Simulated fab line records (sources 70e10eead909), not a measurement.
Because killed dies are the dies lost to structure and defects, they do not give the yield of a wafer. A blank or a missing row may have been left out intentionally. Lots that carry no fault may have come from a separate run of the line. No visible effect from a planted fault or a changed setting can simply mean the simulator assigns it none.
Matching of chambers	flow nandHarc	NHARC_A_CONTACT_ETCH_106 on rieDiel-03: 4 sister chambers
The step etches the open film in CF4/O2, target depth 90 nm, overetch 9 nm, time 49.5 s. 22 wafers are shown with their chamber, then 11 later ones without.

WAFERS PAIRED WITH THEIR CHAMBERS
wafer	chamber	drypumpMotorCurrentA (A)	showerheadPlenumPTorr (Torr)	rfVppV (V)
L074.1	3	6.2	1.33	198.6
L074.3	2	6.0	1.24	196.1
L074.5	2	6.1	1.23	195.5
L077.1	2	6.0	1.23	194.2
L077.5	2	6.0	1.23	195.1
L077.6	1	6.7	1.26	198.0
L076.1	0	5.1	1.44	199.7
L076.4	1	6.7	1.26	196.3
L076.5	0	5.1	1.44	200.9
L083.1	1	6.7	1.26	195.5
L083.5	3	6.2	1.32	198.3
L083.6	0	5.1	1.44	200.4
L088.1	2	6.1	1.45	200.4
L088.5	0	5.1	1.44	198.7
L088.6	3	6.2	1.32	196.9
L087.1	2	6.1	1.45	200.3
L087.5	0	5.1	1.44	200.1
L087.6	1	6.7	1.25	196.7
L091.1	3	6.2	1.32	198.6
L091.2	0	5.1	1.44	199.3
L091.4	1	6.7	1.25	196.0
L092.3	1	6.7	1.25	197.1

SIGNATURES (means of the wafers above)
reading	chamber 0	chamber 1	chamber 2	chamber 3	scatter within a chamber
drypumpMotorCurrentA	5.100	6.700	6.050	6.200	0.0289
showerheadPlenumPTorr	1.4400	1.2550	1.3050	1.3225	0.0593
rfVppV	199.850	196.600	196.933	198.100	1.6
Rule: for each reading, subtract the chamber's mean from the wafer's reading, divide by that reading's scatter and square the result; add these up over the readings and take the root, which gives the wafer's distance from the chamber. The wafer belongs to the nearest chamber; if the next one is less than 2 further off, it can't be placed. How the scatter is found: for the shown wafers, subtract from each reading the mean of its chamber, square and add these, divide the total by (wafers less chambers), then take the root.

WAFERS MISSING THEIR CHAMBER
wafer	drypumpMotorCurrentA (A)	showerheadPlenumPTorr (Torr)	rfVppV (V)
L092.4	6.2	1.32	196.1
L092.5	6.7	1.25	194.8
L094.2	6.7	1.25	196.0
L094.3	5.1	1.44	200.1
L094.4	6.0	1.44	200.4
L095.1	5.1	1.44	200.3
L095.2	6.2	1.32	197.3
L095.3	6.7	1.25	194.1
L097.2	6.7	1.25	194.3
L097.4	6.0	1.44	199.8
L097.6	6.7	1.25	195.3

CHAMBER TAKEN BY EACH
wafer	from the rows above	in truth
L092.4	3	3
L092.5	1	1
L094.2	1	1
L094.3	0	0
L094.4	2	2
L095.1	0	0
L095.2	3	3
L095.3	1	1
L097.2	1	1
L097.4	2	2
L097.6	1	1
Correctly placed: 11 of 11. Can't be placed from these rows: 0. Wrongly placed: 0.
